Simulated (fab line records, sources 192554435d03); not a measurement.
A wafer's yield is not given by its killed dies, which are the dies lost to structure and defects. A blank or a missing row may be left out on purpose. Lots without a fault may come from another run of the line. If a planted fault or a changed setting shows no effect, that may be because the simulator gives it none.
fab line records ; flow n5-finfet ; part 2 of 2: steps 25 to 32 of 32
record: lots: 5; wafers: 15; last-day: 19
route steps=1938 shown BEOL_M3@999 BEOL_M4@1021
lots that met no fault: taken from a fault-free run of the same line
start-h: start of the lot's first displayed wafer, in hours after the record's first day ; wait-h: hours elapsed since this lot's preceding step ; " same as the row above ; L1.1+2: a row that stands for several wafers ; - no value, or no start given ; * or withheld: withheld ; < > ~ a bound
route shown NAME@n: a module of which the file shows steps, and the number in the route of the first ; usual: mean/standard deviation of fault-free wafers ; same: alike in all rows ; chamber/n: place in a boat ; sites: per-site readings ; _std_site: standard deviation of those values ; _edge_site: outer sites' mean less inner sites' ; radius-mm: how far each site lies from the wafer's centre ; mask NAME#n: copy n ; behind: the last tool/chamber to shape the wafer ; hold: cause of the lot's hold/its duration in hours/its outcome ; device: the n, p or np transistor that did not switch ; end of line: the tests these same wafers got at the end of their route ; a step without rows: its recipe alone ; killed: dies lost to structure and defects at the first sort, not the wafer's yield ; map: the dies of a wafer, with x for killed, . for not killed, _ for no die there
set.NAME: the setting the step ran with; set.NAME@STEP: the setting that earlier step ran with ; model.NAME: the simulator's own value behind a step, which no gauge read
a table for each step, a row for each wafer; lots at some steps of the route
services: a tool's chamber out of use, with start hour (start-h, from the record's first day; less than 0 if before it), hours out, and reason
== steps ==
step: N5_BEOL_M4_PECVD_72
recipe: material: SiO2; target-thk-a: 160; temp-c: 400; precursor: TEOS/O2; pressure-torr: 5.5; rf-w: 450; teos-flow-sccm: 53.8; gas: O2; flow-sccm: 3000; time-s: 18
usual: heater-power-w: 705/92; showerhead-plenum-p-Torr: 8.78/0.061; throttle-valve-pct: 22.7/1
lot.wafer;tool;chamber;start-h;wait-h;heater-power-w;showerhead-plenum-p-Torr;throttle-valve-pct
L078.3;pecvd-03;1;192.43;0.0;737;8.77;22.6
L078.4;pecvd-03;2;192.43;0.0;675;8.77;23.2
L078.5;pecvd-03;0;192.43;0.0;543;8.76;22.6
L084.2;pecvd-01;0;240.45;0.0;953;8.83;23.4
L084.3;pecvd-01;2;240.45;0.0;699;8.88;20.6
L084.6;pecvd-01;1;240.45;0.0;681;8.83;22.6
L091.3;pecvd-01;0;274.20;0.0;930;8.83;23.8
L091.5;pecvd-01;1;274.20;0.0;728;8.85;22.6
L091.6;pecvd-01;0;274.20;0.0;960;8.85;23.8
L095.2;pecvd-02;0;313.09;0.0;752;8.66;23.7
L095.3;pecvd-02;1;313.09;0.0;697;8.78;24.2
L095.6;pecvd-02;0;313.09;0.0;740;8.67;23.5
L097.1;pecvd-02;1;318.17;0.0;695;8.79;24.1
L097.2;pecvd-02;0;318.17;0.0;714;8.66;23.4
L097.6;pecvd-02;2;318.17;0.0;684;8.77;22.3
step: N5_BEOL_M4_HM_DEP_02
recipe: material: TiN; target-thk-a: 200; temp-c: 25; chamber-pressure-pa: 0.49996
usual: throttle-valve-pct: 30.3/0.95
lot.wafer;tool;chamber;start-h;wait-h;throttle-valve-pct
L078.3;pvd-sputter-01;-;193.16;0.7;30.7
L078.4;pvd-sputter-01;-;193.16;0.7;27.9
L078.5;pvd-sputter-01;-;193.16;0.7;30.7
L084.2;pvd-sputter-02;-;242.72;2.2;29.8
L084.3;pvd-sputter-02;-;242.72;2.2;31.7
L084.6;pvd-sputter-02;-;242.72;2.2;32.1
L091.3;pvd-sputter-03;-;275.45;1.2;31.6
L091.5;pvd-sputter-03;-;275.45;1.2;31.1
L091.6;pvd-sputter-03;-;275.45;1.2;29.5
L095.2;pvd-sputter-03;-;314.19;1.1;31.2
L095.3;pvd-sputter-03;-;314.19;1.1;29.8
L095.6;pvd-sputter-03;-;314.19;1.1;29.7
L097.1;pvd-sputter-01;-;318.24;0.1;30.1
L097.2;pvd-sputter-01;-;318.24;0.1;28.2
L097.6;pvd-sputter-01;-;318.24;0.1;30.2
step: N5_BEOL_M4_COAT_61
recipe: resist: SOC; temp-c: 250; time-s: 60; spin-rpm: 1500; resist-thk-nm: 60
usual: dispense-pressure-kPa: 45.8/1.5; exhaust-pa: 45.0/0.71; resist-line-temp-C: 23.00/0.12
lot.wafer;tool;chamber;start-h;wait-h;dispense-pressure-kPa;exhaust-pa;resist-line-temp-C
L078.3;litho-track-01;0;193.29;0.1;46.8;45.1;23.05
L078.4;litho-track-01;0;193.29;0.1;46.8;45.9;23.26
L078.5;litho-track-01;0;193.29;0.1;46.8;46.0;23.13
L084.2;litho-track-04;0;242.84;0.1;44.7;45.1;22.87
L084.3;litho-track-04;0;242.84;0.1;44.7;44.6;23.03
L084.6;litho-track-04;0;242.84;0.1;44.7;44.6;22.98
L091.3;litho-track-04;0;275.58;0.1;44.7;42.7;23.09
L091.5;litho-track-04;0;275.58;0.1;44.7;44.9;23.02
L091.6;litho-track-04;0;275.58;0.1;44.7;46.3;23.07
L095.2;litho-track-04;0;314.31;0.1;44.6;44.7;23.11
L095.3;litho-track-04;0;314.31;0.1;44.6;44.0;23.01
L095.6;litho-track-04;0;314.31;0.1;44.6;45.6;22.87
L097.1;litho-track-01;0;318.37;0.1;46.9;45.9;23.03
L097.2;litho-track-01;0;318.37;0.1;46.8;45.5;23.10
L097.6;litho-track-01;0;318.37;0.1;46.8;45.6;23.14
step: N5_BEOL_M4_COAT_62
recipe: resist: SiARC; temp-c: 220; time-s: 60; spin-rpm: 1500; resist-thk-nm: 12
usual: dispense-pressure-kPa: 45.8/1.6; exhaust-pa: 45.0/0.93; resist-line-temp-C: 23.03/0.11
lot.wafer;tool;chamber;start-h;wait-h;dispense-pressure-kPa;exhaust-pa;resist-line-temp-C
L078.3;litho-track-01;0;-;-;46.9;45.5;22.85
L078.4;litho-track-01;0;-;-;46.9;44.8;22.89
L078.5;litho-track-01;0;-;-;46.8;45.1;22.95
L084.2;litho-track-04;0;-;-;44.6;45.5;23.29
L084.3;litho-track-04;0;-;-;44.6;46.9;23.34
L084.6;litho-track-04;0;-;-;44.6;45.4;23.13
L091.3;litho-track-04;0;-;-;44.6;45.2;23.27
L091.5;litho-track-04;0;-;-;44.6;43.7;23.09
L091.6;litho-track-04;0;-;-;44.6;45.3;23.29
L095.2;litho-track-04;0;-;-;44.6;45.1;22.98
L095.3;litho-track-04;0;-;-;44.6;43.9;23.00
L095.6;litho-track-04;0;-;-;44.6;46.0;22.93
L097.1;litho-track-01;0;-;-;46.8;43.9;23.08
L097.2;litho-track-01;0;-;-;46.8;42.9;23.08
L097.6;litho-track-01;0;-;-;46.8;43.5;22.98
step: N5_BEOL_M4_COAT_73
recipe: resist: underlayer; temp-c: 205; time-s: 60; spin-rpm: 1500; resist-thk-nm: 5
usual: dispense-pressure-kPa: 45.8/1.6; exhaust-pa: 45.1/0.94; resist-line-temp-C: 23.02/0.11
lot.wafer;tool;chamber;start-h;wait-h;dispense-pressure-kPa;exhaust-pa;resist-line-temp-C
L078.3;litho-track-01;0;-;-;46.8;44.2;22.93
L078.4;litho-track-01;0;-;-;46.8;46.2;22.88
L078.5;litho-track-01;0;-;-;46.8;43.5;22.91
L084.2;litho-track-04;0;-;-;44.6;45.2;22.92
L084.3;litho-track-04;0;-;-;44.6;45.2;22.93
L084.6;litho-track-04;0;-;-;44.7;45.0;23.03
L091.3;litho-track-04;0;-;-;44.6;44.1;22.87
L091.5;litho-track-04;0;-;-;44.6;43.8;23.17
L091.6;litho-track-04;0;-;-;44.7;45.4;23.00
L095.2;litho-track-04;0;-;-;44.7;44.8;23.17
L095.3;litho-track-04;0;-;-;44.7;45.1;23.19
L095.6;litho-track-04;0;-;-;44.7;46.1;23.19
L097.1;litho-track-01;0;-;-;46.9;44.6;22.95
L097.2;litho-track-01;0;-;-;46.9;44.9;23.07
L097.6;litho-track-01;0;-;-;46.9;44.1;22.94
step: N5_BEOL_M4_COAT_05
recipe: resist: CAR-EUV; spin-rpm: 1500; resist-thk-nm: 30
usual: dispense-pressure-kPa: 45.8/1.6; exhaust-pa: 45.1/0.97; resist-line-temp-C: 23.00/0.12
lot.wafer;tool;chamber;start-h;wait-h;dispense-pressure-kPa;exhaust-pa;resist-line-temp-C
L078.3;litho-track-01;0;-;-;46.9;44.9;22.82
L078.4;litho-track-01;0;-;-;46.9;45.1;22.99
L078.5;litho-track-01;0;-;-;46.9;45.2;22.90
L084.2;litho-track-04;0;-;-;44.5;45.7;22.78
L084.3;litho-track-04;0;-;-;44.5;45.8;22.86
L084.6;litho-track-04;0;-;-;44.6;47.0;22.80
L091.3;litho-track-04;0;-;-;44.6;46.3;23.06
L091.5;litho-track-04;0;-;-;44.6;45.2;23.03
L091.6;litho-track-04;0;-;-;44.6;47.0;22.94
L095.2;litho-track-04;0;-;-;44.6;46.6;23.08
L095.3;litho-track-04;0;-;-;44.6;44.8;23.00
L095.6;litho-track-04;0;-;-;44.6;44.6;23.05
L097.1;litho-track-01;0;-;-;46.8;45.5;22.82
L097.2;litho-track-01;0;-;-;46.8;43.5;22.75
L097.6;litho-track-01;0;-;-;46.9;44.7;22.83
step: N5_BEOL_M4_EBR_07
recipe: solvent: PGMEA; ebr-width-mm: 1.5
usual: exhaust-pa: 45.5/0.84; resist-line-temp-C: 22.99/0.095
same: ebr-width-mm: 1.5
lot.wafer;tool;chamber;start-h;wait-h;exhaust-pa;resist-line-temp-C
L078.3;litho-track-01;0;-;-;45.1;23.16
L078.4;litho-track-01;0;-;-;46.3;23.06
L078.5;litho-track-01;0;-;-;45.4;23.07
L084.2;litho-track-04;0;-;-;44.8;22.99
L084.3;litho-track-04;0;-;-;44.1;23.04
L084.6;litho-track-04;0;-;-;45.6;22.97
L091.3;litho-track-04;0;-;-;45.2;22.97
L091.5;litho-track-04;0;-;-;45.2;23.00
L091.6;litho-track-04;0;-;-;45.4;23.10
L095.2;litho-track-04;0;-;-;47.1;22.87
L095.3;litho-track-04;0;-;-;45.7;22.94
L095.6;litho-track-04;0;-;-;45.1;23.06
L097.1;litho-track-01;0;-;-;44.7;23.05
L097.2;litho-track-01;0;-;-;45.2;23.09
L097.6;litho-track-01;0;-;-;45.5;22.87
step: N5_BEOL_M4_SOFTBAKE_06
recipe: temp-c: 110; time-s: 60; resist: CAR-EUV
usual: exhaust-pa: 45.0/0.94; resist-line-temp-C: 22.99/0.11
lot.wafer;tool;chamber;start-h;wait-h;exhaust-pa;resist-line-temp-C
L078.3;litho-track-01;0;-;-;44.5;23.08
L078.4;litho-track-01;0;-;-;45.4;23.00
L078.5;litho-track-01;0;-;-;44.0;23.01
L084.2;litho-track-04;0;-;-;43.9;22.85
L084.3;litho-track-04;0;-;-;44.2;22.95
L084.6;litho-track-04;0;-;-;44.7;23.02
L091.3;litho-track-04;0;-;-;44.9;23.10
L091.5;litho-track-04;0;-;-;45.3;23.02
L091.6;litho-track-04;0;-;-;44.0;23.06
L095.2;litho-track-04;0;-;-;43.5;23.12
L095.3;litho-track-04;0;-;-;44.1;23.14
L095.6;litho-track-04;0;-;-;44.2;23.18
L097.1;litho-track-01;0;-;-;44.7;22.99
L097.2;litho-track-01;0;-;-;46.8;23.00
L097.6;litho-track-01;0;-;-;46.2;23.00
== services ==
tool;chamber;start-h;hours;kind
cmp-01;-;167.81;0.7;repair
pvd-sputter-02;-;168.67;3.0;repair
cvd-co-01;-;172.67;4.3;pm
cmp-04;-;172.74;4.0;pm
pecvd-02;-;173.23;2.2;repair
cmp-04;-;189.57;3.7;pm
pecvd-03;-;193.06;0.3;repair
cmp-02;-;194.05;4.0;pm
pecvd-01;-;200.24;6.0;pm
pecvd-02;1;202.50;1.8;repair
cvd-co-02;-;214.02;0.4;repair
pecvd-03;0;226.34;12.3;repair
cmp-01;-;239.06;4.0;pm
pecvd-02;-;240.29;0.7;repair
pecvd-02;2;245.18;15.3;repair
cmp-01;-;248.53;5.0;repair
cvd-co-01;2;254.90;3.5;repair
cvd-co-02;-;255.23;0.4;repair
pvd-sputter-01;-;272.01;0.5;repair
ecd-cu-02;-;281.33;5.5;pm
pecvd-02;1;291.84;19.8;repair
rtp-anneal-02;-;294.48;22.1;pm
cvd-co-02;-;305.78;6.9;pm
pecvd-03;0;308.66;4.7;repair
